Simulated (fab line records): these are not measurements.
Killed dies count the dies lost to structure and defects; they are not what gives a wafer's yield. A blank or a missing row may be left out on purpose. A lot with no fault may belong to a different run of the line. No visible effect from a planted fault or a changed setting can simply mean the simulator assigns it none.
fab line records	flow n5_finfet
record: lots: 24	wafers: 72	last_day: 18
route steps=1938 shown PMOS_HMC_CHANNEL_EPI@57 STI_FIN_REVEAL@184 DUMMY_GATE@214
lots with no fault: from the same line, run without faults
start_h: hours from the record's opening day to when the first of the lot's shown wafers began	wait_h: time in hours since the lot's previous step	" repeats the value in the row above	L1.1+2: several wafers, shown together as one row	- no value, or no start was given	* or withheld: withheld	< > ~ a bound
route shown NAME@n: a module of which the file shows steps, and the number in the route of the first	usual: the fault-free wafers' mean and standard deviation	same: alike in all rows	chamber/n: place in a boat	sites: each site's reading	_std_site: standard deviation across them	_edge_site: mean of outer sites minus mean of inner sites	radius_mm: how far each site lies from the wafer's centre	mask NAME#n: copy n	behind: the most recent tool/chamber to have shaped the wafer	hold: why the lot was held/for how many hours/how that ended	device: the n, p or np transistor that did not switch	end of line: the route-end tests of the same wafers	step lacking rows: just its recipe	killed: at the first sort, the dies lost to defects and structure; wafer yield is something else	map: per-die view of a wafer (x killed, . not killed, _ where there is no die)
set.NAME: the setting the step ran with; set.NAME@STEP: the setting that earlier step ran with	model.NAME: the simulator's own value behind a step, which no gauge read
steps of the route over a sample of lots; a table a step, a row a wafer
services: when a tool's chamber went out of use (start_h, in hours from the record's first day, below 0 if earlier), for how many hours, and the reason
== steps ==
step: N5_PMOS_HMC_CHANNEL_EPI_HM_DEP_34
recipe: material: SiO2	target_thk_a: 360	temp_c: 400	precursor: TEOS/O2	pressure_torr: 6.5	rf_w: 900	teos_flow_sccm: 161.4	gas: O2	flow_sccm: 2650	time_s: 6.9
usual: heater_power_w: 599/130	rf_fwd_power_W: 888/4.6	showerhead_plenum_p_Torr: 8.35/0.037	throttle_valve_pct: 18.8/0.74
lot.wafer	tool	chamber	start_h	wait_h	heater_power_w	rf_fwd_power_W	showerhead_plenum_p_Torr	throttle_valve_pct
L074.2	pecvd-01	1	17.47	0.0	685	889	8.38	19.2
L074.3	"	0	"	"	574	891	8.33	18.2
L074.4	"	1	"	"	661	885	8.37	19.2
L075.2	pecvd-01	1	23.78	0.0	713	887	8.35	19.6
L075.4	"	0	"	"	512	887	8.35	18.4
L075.5	"	1	"	"	700	881	8.36	19.3
L076.1	pecvd-04	0	28.97	0.0	694	890	8.36	17.9
L076.3	"	0	"	"	716	890	8.35	17.7
L076.4	"	1	"	"	654	883	8.31	19.7
L077.1	pecvd-03	1	35.32	0.0	708	893	8.40	19.5
L077.4	"	1	"	"	730	894	8.38	19.5
L077.6	"	0	"	"	430	895	8.28	19.5
L078.1	pecvd-03	2	41.21	0.0	409	890	8.33	18.5
L078.3	"	0	"	"	432	890	8.28	19.2
L078.6	"	2	"	"	418	886	8.30	18.6
L079.1	pecvd-04	0	46.97	0.0	684	892	8.35	17.9
L079.3	"	1	"	"	673	878	8.33	19.6
L079.5	"	1	"	"	670	875	8.35	19.7
L080.1	pecvd-03	2	52.83	0.0	369	891	8.32	18.5
L080.2	"	0	"	"	357	894	8.29	19.4
L080.4	"	2	"	"	381	888	8.30	18.5
L081.1	pecvd-01	2	59.03	0.0	698	888	8.41	18.0
L081.2	"	0	"	"	550	893	8.36	18.7
L081.3	"	1	"	"	607	884	8.38	19.2
L082.1	pecvd-03	1	65.92	0.0	663	892	8.39	19.5
L082.2	"	2	"	"	395	886	8.31	18.4
L082.6	"	1	"	"	646	891	8.37	19.4
L083.1	pecvd-04	2	70.90	0.0	573	888	8.41	16.8
L083.2	"	0	"	"	680	883	8.37	17.8
L083.4	"	2	"	"	581	892	8.37	17.2
L084.1	pecvd-03	0	76.89	0.0	438	886	8.27	19.3
L084.3	"	1	"	"	635	890	8.37	19.4
L084.6	"	2	"	"	332	885	8.33	18.7
L085.2	pecvd-01	2	82.60	0.0	667	888	8.39	18.4
L085.3	"	0	"	"	532	892	8.34	18.6
L085.6	"	0	"	"	541	892	8.33	18.5
L086.2	pecvd-04	2	89.43	0.0	739	894	8.37	17.3
L086.3	"	1	"	"	635	883	8.35	19.7
L086.4	"	1	"	"	617	886	8.34	19.8
L087.2	pecvd-03	2	94.99	0.0	423	888	8.34	18.7
L087.4	"	0	"	"	407	890	8.28	19.2
L087.6	"	1	"	"	651	892	8.37	19.4
L088.1	pecvd-03	1	101.35	0.0	657	893	8.38	19.3
L088.2	"	2	"	"	433	890	8.33	18.7
L088.5	"	0	"	"	444	894	8.28	19.4
L089.1	pecvd-04	1	107.09	0.0	760	884	8.32	19.6
L089.5	"	0	"	"	666	887	8.35	17.6
L089.6	"	2	"	"	675	891	8.41	17.7
L090.1	pecvd-01	0	113.01	0.0	577	889	8.33	18.7
L090.3	"	1	"	"	697	884	8.35	19.3
L090.5	"	1	"	"	690	884	8.36	19.2
L091.2	pecvd-01	0	118.61	0.0	469	895	8.33	18.6
L091.3	"	2	"	"	674	880	8.39	18.2
L091.4	"	2	"	"	673	886	8.40	18.3
L092.1	pecvd-04	1	124.58	0.0	742	880	8.34	19.8
L092.2	"	0	"	"	708	890	8.34	17.9
L092.5	"	2	"	"	665	885	8.40	17.2
L093.2	pecvd-03	0	130.79	0.0	400	891	8.30	19.5
L093.4	"	1	"	"	718	894	8.38	19.7
L093.6	"	0	"	"	416	893	8.28	19.7
L094.2	pecvd-03	2	136.94	0.0	429	888	8.33	18.9
L094.5	"	1	"	"	723	892	8.38	19.7
L094.6	"	2	"	"	435	890	8.32	18.9
L095.1	pecvd-04	2	142.69	0.0	644	893	8.38	17.4
L095.3	"	1	"	"	783	875	8.34	19.8
L095.4	"	1	"	"	784	878	8.32	19.9
L096.1	pecvd-01	1	148.75	0.0	668	887	8.35	19.2
L096.2	"	2	"	"	653	885	8.42	18.4
L096.3	"	0	"	"	557	891	8.35	18.5
L097.1	pecvd-01	1	154.90	0.0	710	885	8.35	19.0
L097.4	"	2	"	"	748	885	8.40	18.0
L097.5	"	0	"	"	555	890	8.34	19.0
step: N5_STI_FIN_REVEAL_ALD_14
recipe: material: Si3N4	target_thk_a: 30	temp_c: 400	ald_precursor_family: SiH2I2	ald_co_reactant: N2/H2-plasma	pressure_torr: 2
usual: heater_power_w: 833/71
lot.wafer	tool	chamber	start_h	wait_h	heater_power_w
L074.2	ald_sin-02	3	29.27	0.0	865
L074.3	"	0	"	"	797
L074.4	"	2	"	"	882
L075.2	ald_sin-02	1	35.44	0.0	795
L075.4	"	3	"	"	846
L075.5	"	2	"	"	855
L076.1	ald_sin-02	0	39.63	0.0	802
L076.3	"	1	"	"	786
L076.4	"	2	"	"	873
L077.1	ald_sin-01	1	46.03	0.0	804
L077.4	"	2	"	"	729
L077.6	"	2	"	"	743
L078.1	ald_sin-01	0	53.39	0.0	894
L078.3	"	2	"	"	727
L078.6	"	0	"	"	896
L079.1	ald_sin-02	2	58.58	0.0	892
L079.3	"	1	"	"	770
L079.5	"	2	"	"	906
L080.1	ald_sin-01	1	64.73	0.0	816
L080.2	"	0	"	"	876
L080.4	"	3	"	"	958
L081.1	ald_sin-02	3	70.25	0.0	859
L081.2	"	1	"	"	788
L081.3	"	0	"	"	780
L082.1	ald_sin-01	1	77.85	0.0	806
L082.2	"	2	"	"	723
L082.6	"	2	"	"	713
L083.1	ald_sin-02	2	82.98	0.0	869
L083.2	"	1	"	"	784
L083.4	"	3	"	"	869
L084.1	ald_sin-01	1	89.20	0.0	810
L084.3	"	0	"	"	896
L084.6	"	3	"	"	945
L085.2	ald_sin-03	3	97.28	0.0	784
L085.3	"	0	"	"	926
L085.6	"	3	"	"	785
L086.2	ald_sin-02	2	105.85	0.0	871
L086.3	"	0	"	"	791
L086.4	"	1	"	"	796
L087.2	ald_sin-03	2	108.53	0.0	745
L087.4	"	1	"	"	819
L087.6	"	3	"	"	769
L088.1	ald_sin-03	1	111.46	0.0	843
L088.2	"	0	"	"	936
L088.5	"	3	"	"	792
L089.1	ald_sin-03	1	117.89	0.0	853
L089.5	"	3	"	"	766
L089.6	"	0	"	"	954
L090.1	ald_sin-01	2	124.10	0.0	744
L090.3	"	1	"	"	826
L090.5	"	0	"	"	904
L091.2	ald_sin-03	3	130.17	0.0	777
L091.3	"	2	"	"	749
L091.4	"	0	"	"	942
L092.1	ald_sin-01	2	135.18	0.0	709
L092.2	"	3	"	"	933
L092.5	"	1	"	"	804
L093.2	ald_sin-03	3	141.44	0.0	786
L093.4	"	1	"	"	850
L093.6	"	2	"	"	768
L094.2	ald_sin-03	3	148.46	0.0	800
L094.5	"	2	"	"	753
L094.6	"	3	"	"	762
L095.1	ald_sin-03	0	153.64	0.0	938
L095.3	"	3	"	"	781
L095.4	"	1	"	"	853
L096.1	ald_sin-01	1	160.26	0.0	793
L096.2	"	0	"	"	897
L096.3	"	3	"	"	926
L097.1	ald_sin-01	3	166.14	0.0	942
L097.4	"	1	"	"	805
L097.5	"	1	"	"	811
step: N5_STI_FIN_REVEAL_OXIDATION_31
recipe: chemistry: O2_PLASMA_REMOTE	temp_c: 150	time_s: 20	pressure_mtorr: 1000	source_power_w: 2000	o2_flow_sccm: 3000
usual: drypump_motor_current_A: 5.9/0.69	heater_power_w: 149/8.4	rf_fwd_power_W: 1984/6.8	temp_c_max: 150.78/0.24
lot.wafer	tool	chamber	start_h	wait_h	drypump_motor_current_A	heater_power_w	rf_fwd_power_W	rf_hours_counter_h	temp_c_max
L074.2	plasma_asher-02	0	38.01	0.0	6.8	147	1984	29	150.74
L074.3	"	1	"	"	5.7	165	1985	-	151.00
L074.4	"	0	"	"	6.8	146	1986	-	150.50
L075.2	plasma_asher-01	1	43.81	0.0	4.9	146	1981	77	150.79
L075.4	"	0	"	"	6.1	142	1985	-	150.89
L075.5	"	0	"	"	6.1	142	1976	-	150.83
L076.1	plasma_asher-02	1	48.22	0.0	5.7	161	1977	30	151.13
L076.3	"	0	"	"	6.8	146	1987	-	150.98
L076.4	"	1	"	"	5.7	157	1980	-	151.22
L077.1	plasma_asher-02	0	54.79	0.0	6.7	144	1994	31	150.75
L077.4	"	0	"	"	6.7	143	1992	-	150.54
L077.6	"	1	"	"	5.7	163	1981	-	151.03
L078.1	plasma_asher-01	1	61.58	0.0	4.9	146	1991	80	150.90
L078.3	"	1	"	"	4.9	145	1987	-	150.92
L078.6	"	1	"	"	4.9	145	1977	-	150.82
L079.1	plasma_asher-01	1	66.69	0.0	4.9	144	1991	81	150.42
L079.3	"	1	"	"	4.9	145	1993	-	150.48
L079.5	"	0	"	"	6.1	143	1988	-	150.76
L080.1	plasma_asher-02	0	72.89	0.0	6.8	143	1997	35	150.49
L080.2	"	1	"	"	5.7	164	1987	35	151.08
L080.4	"	0	"	"	6.8	142	1992	-	150.88
L081.1	plasma_asher-01	0	78.38	0.0	6.1	146	1979	84	150.82
L081.2	"	1	"	"	4.9	152	1970	84	150.82
L081.3	"	0	"	"	6.1	144	1965	-	150.63
L082.1	plasma_asher-01	1	86.19	0.0	4.8	145	1975	86	150.83
L082.2	"	0	"	"	6.1	145	1992	86	150.75
L082.6	"	0	"	"	6.1	145	1998	-	150.77
L083.1	plasma_asher-02	0	91.05	0.0	6.8	150	1994	38	150.43
L083.2	"	1	"	"	5.7	166	1991	38	150.96
L083.4	"	0	"	"	6.8	147	1991	-	150.77
L084.1	plasma_asher-01	0	97.83	0.0	6.1	146	1988	88	150.55
L084.3	"	1	"	"	4.8	143	1978	-	150.38
L084.6	"	0	"	"	6.1	142	1978	-	150.54
L085.2	plasma_asher-02	1	105.28	0.0	5.7	165	1977	41	151.25
L085.3	"	0	"	"	6.7	143	1998	-	150.79
L085.6	"	1	"	"	5.7	161	1985	-	150.87
L086.2	plasma_asher-02	0	113.99	0.0	6.8	145	1986	43	150.48
L086.3	"	1	"	"	5.7	164	1974	-	151.01
L086.4	"	0	"	"	6.8	146	1984	-	150.70
L087.2	plasma_asher-02	0	116.52	0.0	6.8	146	1982	43	150.61
L087.4	"	0	"	"	6.8	148	1982	-	150.41
L087.6	"	1	"	"	5.7	161	1987	-	150.98
L088.1	plasma_asher-02	0	119.46	0.0	6.8	149	1994	44	150.99
L088.2	"	1	"	"	5.7	166	1983	44	151.13
L088.5	"	1	"	"	5.7	164	1982	-	150.88
L089.1	plasma_asher-01	0	125.87	0.0	6.1	145	1990	94	150.66
L089.5	"	0	"	"	6.1	143	1988	-	151.13
L089.6	"	1	"	"	4.9	147	1986	-	150.77
L090.1	plasma_asher-02	0	132.22	0.0	6.8	143	1996	45	150.60
L090.3	"	0	"	"	6.8	141	1998	-	150.33
L090.5	"	0	"	"	6.8	141	1990	-	150.81
L091.2	plasma_asher-02	0	138.27	0.0	6.8	142	1983	47	150.72
L091.3	"	0	"	"	6.8	147	1989	-	150.66
L091.4	"	1	"	"	5.7	164	1984	-	150.91
L092.1	plasma_asher-01	0	143.20	0.0	6.2	145	1986	98	150.75
L092.2	"	1	"	"	4.9	140	1989	98	150.75
L092.5	"	0	"	"	6.1	146	1982	-	151.12
L093.2	plasma_asher-01	1	149.43	0.0	4.8	143	1985	98	150.90
L093.4	"	1	"	"	4.9	144	1983	-	150.70
L093.6	"	0	"	"	6.1	140	1995	-	150.49
L094.2	plasma_asher-02	1	157.08	0.0	5.7	161	1978	51	151.82
L094.5	"	0	"	"	6.8	141	1991	-	150.48
L094.6	"	1	"	"	5.7	162	1979	-	151.04
L095.1	plasma_asher-01	0	161.73	0.0	6.1	141	1984	101	150.88
L095.3	"	0	"	"	6.1	144	1987	-	150.79
L095.4	"	1	"	"	4.9	144	1973	-	150.37
L096.1	plasma_asher-01	1	168.49	0.1	4.9	147	1984	102	150.76
L096.2	"	0	"	"	6.1	142	1980	102	150.60
L096.3	"	1	"	"	4.8	148	1990	-	150.97
L097.1	plasma_asher-01	1	174.30	0.0	4.9	144	1972	104	150.39
L097.4	"	0	"	"	6.1	151	1988	-	150.81
L097.5	"	0	"	"	6.1	140	1991	-	150.76
step: N5_STI_FIN_REVEAL_INSPECT_13
recipe: inspect_instrument: darkfield	mode: post_clean
usual: raw_defect_count: 12/6.1
lot.wafer	tool	chamber	start_h	wait_h	raw_defect_count
L074.2	defect_inspect-01	-	38.65	0.0	8
L074.3	"	-	"	"	20
L074.4	"	-	"	"	8
L075.2	defect_inspect-02	-	44.45	0.0	12
L075.4	"	-	"	"	4
L075.5	"	-	"	"	44
L076.1	defect_inspect-02	-	48.86	0.0	13
L076.3	"	-	"	"	24
L076.4	"	-	"	"	18
L077.1	defect_inspect-01	-	55.43	0.0	14
L077.4	"	-	"	"	21
L077.6	"	-	"	"	16
L078.1	defect_inspect-02	-	62.21	0.0	20
L078.3	"	-	"	"	5
L078.6	"	-	"	"	13
L079.1	defect_inspect-01	-	67.32	0.0	8
L079.3	"	-	"	"	4
L079.5	"	-	"	"	11
L080.1	defect_inspect-02	-	73.53	0.0	11
L080.2	"	-	"	"	13
L080.4	"	-	"	"	10
L081.1	defect_inspect-01	-	79.02	0.0	6
L081.2	"	-	"	"	9
L081.3	"	-	"	"	10
L082.1	defect_inspect-01	-	86.83	0.0	13
L082.2	"	-	"	"	16
L082.6	"	-	"	"	8
L083.1	defect_inspect-02	-	91.72	0.0	14
L083.2	"	-	"	"	12
L083.4	"	-	"	"	5
L084.1	defect_inspect-02	-	98.53	0.0	25
L084.3	"	-	"	"	12
L084.6	"	-	"	"	29
L085.2	defect_inspect-01	-	105.92	0.0	13
L085.3	"	-	"	"	11
L085.6	"	-	"	"	11
L086.2	defect_inspect-02	-	114.63	0.0	7
L086.3	"	-	"	"	10
L086.4	"	-	"	"	14
L087.2	defect_inspect-02	-	117.16	0.0	26
L087.4	"	-	"	"	15
L087.6	"	-	"	"	15
L088.1	defect_inspect-02	-	120.10	0.0	10
L088.2	"	-	"	"	8
L088.5	"	-	"	"	6
L089.1	defect_inspect-01	-	126.50	0.0	19
L089.5	"	-	"	"	10
L089.6	"	-	"	"	29
L090.1	defect_inspect-01	-	132.86	0.0	9
L090.3	"	-	"	"	18
L090.5	"	-	"	"	7
L091.2	defect_inspect-02	-	138.90	0.0	9
L091.3	"	-	"	"	9
L091.4	"	-	"	"	9
L092.1	defect_inspect-02	-	143.83	0.0	4
L092.2	"	-	"	"	17
L092.5	"	-	"	"	5
L093.2	defect_inspect-01	-	150.06	0.0	4
L093.4	"	-	"	"	8
L093.6	"	-	"	"	9
L094.2	defect_inspect-02	-	157.86	0.0	15
L094.5	"	-	"	"	7
L094.6	"	-	"	"	8
L095.1	defect_inspect-01	-	162.37	0.0	6
L095.3	"	-	"	"	5
L095.4	"	-	"	"	7
L096.1	defect_inspect-01	-	169.12	0.0	22
L096.2	"	-	"	"	16
L096.3	"	-	"	"	15
L097.1	defect_inspect-01	-	174.94	0.0	13
L097.4	"	-	"	"	5
L097.5	"	-	"	"	17
step: N5_DUMMY_GATE_ALD_02
recipe: material: SiO2	target_thk_a: 20	temp_c: 300	ald_precursor_family: BDEAS	ald_co_reactant: O2-plasma	pulse_time_s: 1	pressure_torr: 2
usual: heater_power_w: 472/35	precursor_pulse_height_rel: 1.000/0.019
lot.wafer	tool	chamber	start_h	wait_h	heater_power_w	precursor_pulse_height_rel
L074.2	ald_sin-02	3	38.75	0.0	482	1.002
L074.3	"	2	"	"	504	0.985
L074.4	"	1	"	"	435	0.991
L075.2	ald_sin-02	1	44.54	0.0	444	1.024
L075.4	"	3	"	"	482	1.014
L075.5	"	2	"	"	498	0.976
L076.1	ald_sin-01	0	48.95	0.0	492	0.979
L076.3	"	3	"	"	533	0.986
L076.4	"	0	"	"	489	0.982
L077.1	ald_sin-02	1	55.52	0.0	442	1.007
L077.4	"	2	"	"	493	1.022
L077.6	"	3	"	"	485	0.988
L078.1	ald_sin-02	0	62.31	0.0	462	0.979
L078.3	"	3	"	"	495	0.981
L078.6	"	3	"	"	488	0.998
L079.1	ald_sin-01	0	67.45	0.0	502	1.008
L079.3	"	1	"	"	448	1.012
L079.5	"	3	"	"	536	1.014
L080.1	ald_sin-04	3	73.62	0.0	471	0.992
L080.2	"	1	"	"	464	1.020
L080.4	"	2	"	"	491	1.025
L081.1	ald_sin-02	1	79.16	0.1	428	0.973
L081.2	"	3	"	"	481	1.003
L081.3	"	0	"	"	448	1.048
L082.1	ald_sin-01	0	88.01	1.1	509	0.995
L082.2	"	2	"	"	408	1.027
L082.6	"	0	"	"	498	1.019
L083.1	ald_sin-01	3	93.84	2.1	524	1.011
L083.2	"	0	"	"	500	1.014
L083.4	"	1	"	"	465	0.985
L084.1	ald_sin-02	2	99.59	1.0	490	1.001
L084.3	"	3	"	"	498	1.018
L084.6	"	2	"	"	490	1.016
L085.2	ald_sin-01	3	106.23	0.2	534	1.009
L085.3	"	1	"	"	454	0.975
L085.6	"	3	"	"	527	0.962
L086.2	ald_sin-02	0	114.73	0.0	448	0.981
L086.3	"	3	"	"	493	1.011
L086.4	"	2	"	"	493	0.990
L087.2	ald_sin-01	1	117.25	0.0	449	0.999
L087.4	"	3	"	"	530	1.012
L087.6	"	1	"	"	445	1.027
L088.1	ald_sin-01	1	120.19	0.0	442	1.007
L088.2	"	2	"	"	418	0.982
L088.5	"	2	"	"	406	1.012
L089.1	ald_sin-02	2	126.60	0.0	490	0.994
L089.5	"	1	"	"	435	1.013
L089.6	"	2	"	"	495	1.041
L090.1	ald_sin-04	3	133.29	0.4	460	0.986
L090.3	"	1	"	"	457	1.004
L090.5	"	3	"	"	466	0.978
L091.2	ald_sin-01	0	139.00	0.0	507	1.021
L091.3	"	2	"	"	408	1.002
L091.4	"	3	"	"	531	0.964
L092.1	ald_sin-02	2	144.21	0.3	494	0.968
L092.2	"	3	"	"	487	0.979
L092.5	"	2	"	"	496	1.007
L093.2	ald_sin-02	3	150.19	0.0	493	0.980
L093.4	"	2	"	"	480	1.013
L093.6	"	2	"	"	508	1.018
L094.2	ald_sin-02	1	157.95	0.0	442	1.028
L094.5	"	2	"	"	502	0.984
L094.6	"	3	"	"	488	0.978
L095.1	ald_sin-02	3	162.80	0.3	470	0.983
L095.3	"	2	"	"	491	0.993
L095.4	"	1	"	"	442	1.008
L096.1	ald_sin-01	0	169.22	0.0	502	1.004
L096.2	"	2	"	"	410	1.007
L096.3	"	1	"	"	454	1.018
L097.1	ald_sin-04	1	175.03	0.0	458	1.031
L097.4	"	3	"	"	458	0.987
L097.5	"	1	"	"	454	1.000
step: N5_DUMMY_GATE_INSPECT_17
recipe: mode: adi	inspect_instrument: brightfield
usual: raw_defect_count: 202/54
lot.wafer	tool	chamber	start_h	wait_h	raw_defect_count
L074.2	defect_inspect-01	-	47.22	0.0	174
L074.3	"	-	"	"	121
L074.4	"	-	"	"	181
L075.2	defect_inspect-02	-	53.01	0.0	151
L075.4	"	-	"	"	119
L075.5	"	-	"	"	119
L076.1	defect_inspect-02	-	59.51	0.1	179
L076.3	"	-	"	"	336
L076.4	"	-	"	"	267
L077.1	defect_inspect-01	-	64.15	0.1	191
L077.4	"	-	"	"	115
L077.6	"	-	"	"	138
L078.1	defect_inspect-01	-	70.78	0.1	224
L078.3	"	-	"	"	150
L078.6	"	-	"	"	201
L079.1	defect_inspect-01	-	76.16	0.1	270
L079.3	"	-	"	"	291
L079.5	"	-	"	"	237
L080.1	defect_inspect-01	-	82.09	0.1	215
L080.2	"	-	"	"	260
L080.4	"	-	"	"	206
L081.1	defect_inspect-01	-	87.77	0.1	178
L081.2	"	-	"	"	134
L081.3	"	-	"	"	132
L082.1	defect_inspect-01	-	96.55	0.1	193
L082.2	"	-	"	"	262
L082.6	"	-	"	"	220
L083.1	defect_inspect-01	-	104.15	0.1	275
L083.2	"	-	"	"	227
L083.4	"	-	"	"	321
L084.1	defect_inspect-01	-	108.39	0.2	189
L084.3	"	-	"	"	134
L084.6	"	-	"	"	152
L085.2	defect_inspect-02	-	114.84	0.0	157
L085.3	"	-	"	"	194
L085.6	"	-	"	"	208
L086.2	defect_inspect-02	-	123.33	0.0	182
L086.3	"	-	"	"	181
L086.4	"	-	"	"	287
L087.2	defect_inspect-02	-	127.12	0.0	177
L087.4	"	-	"	"	194
L087.6	"	-	"	"	226
L088.1	defect_inspect-02	-	129.37	0.1	241
L088.2	"	-	"	"	180
L088.5	"	-	"	"	130
L089.1	defect_inspect-01	-	135.06	0.1	152
L089.5	"	-	"	"	201
L089.6	"	-	"	"	163
L090.1	defect_inspect-02	-	141.89	0.1	183
L090.3	"	-	"	"	227
L090.5	"	-	"	"	202
L091.2	defect_inspect-01	-	147.61	0.0	196
L091.3	"	-	"	"	199
L091.4	"	-	"	"	151
L092.1	defect_inspect-01	-	152.82	0.1	193
L092.2	"	-	"	"	250
L092.5	"	-	"	"	210
L093.2	defect_inspect-02	-	158.70	0.0	167
L093.4	"	-	"	"	181
L093.6	"	-	"	"	233
L094.2	defect_inspect-01	-	166.47	0.0	166
L094.5	"	-	"	"	140
L094.6	"	-	"	"	168
L095.1	defect_inspect-02	-	171.32	0.1	202
L095.3	"	-	"	"	209
L095.4	"	-	"	"	201
L096.1	defect_inspect-01	-	177.84	0.1	190
L096.2	"	-	"	"	267
L096.3	"	-	"	"	233
L097.1	defect_inspect-02	-	183.55	0.1	369
L097.4	"	-	"	"	226
L097.5	"	-	"	"	224
== services ==
tool	chamber	start_h	hours	kind
ald_sin-03	-	-5.93	14.0	pm
ald_sin-03	0	-5.93	14.0	vent_cycle
ald_sin-03	1	-5.93	14.0	vent_cycle
ald_sin-03	2	-5.93	14.0	vent_cycle
pecvd-04	-	9.80	0.4	repair
ald_sin-03	0	27.55	14.9	repair
ald_sin-03	1	37.18	3.1	repair
ald_sin-01	2	47.12	3.7	repair
pecvd-03	1	47.98	2.1	scheduled_down
ald_sin-02	-	48.88	6.1	pm
ald_sin-02	2	60.07	19.6	repair
ald_sin-02	1	70.63	4.4	repair
ald_sin-03	0	72.19	9.3	repair
ald_sin-02	-	79.26	2.8	pm
pecvd-01	-	83.17	6.0	pm
ald_sin-04	-	85.25	14.0	pm
ald_sin-02	-	88.47	8.4	repair
pecvd-01	-	89.86	14.6	pm
pecvd-04	-	92.00	5.5	pm
pecvd-04	-	125.98	2.8	pm
plasma_asher-01	-	145.89	2.8	pm
ald_sin-04	2	153.16	4.9	repair
pecvd-03	0	156.29	5.5	scheduled_down
ald_sin-04	2	164.78	9.2	repair
== key ==
fault none
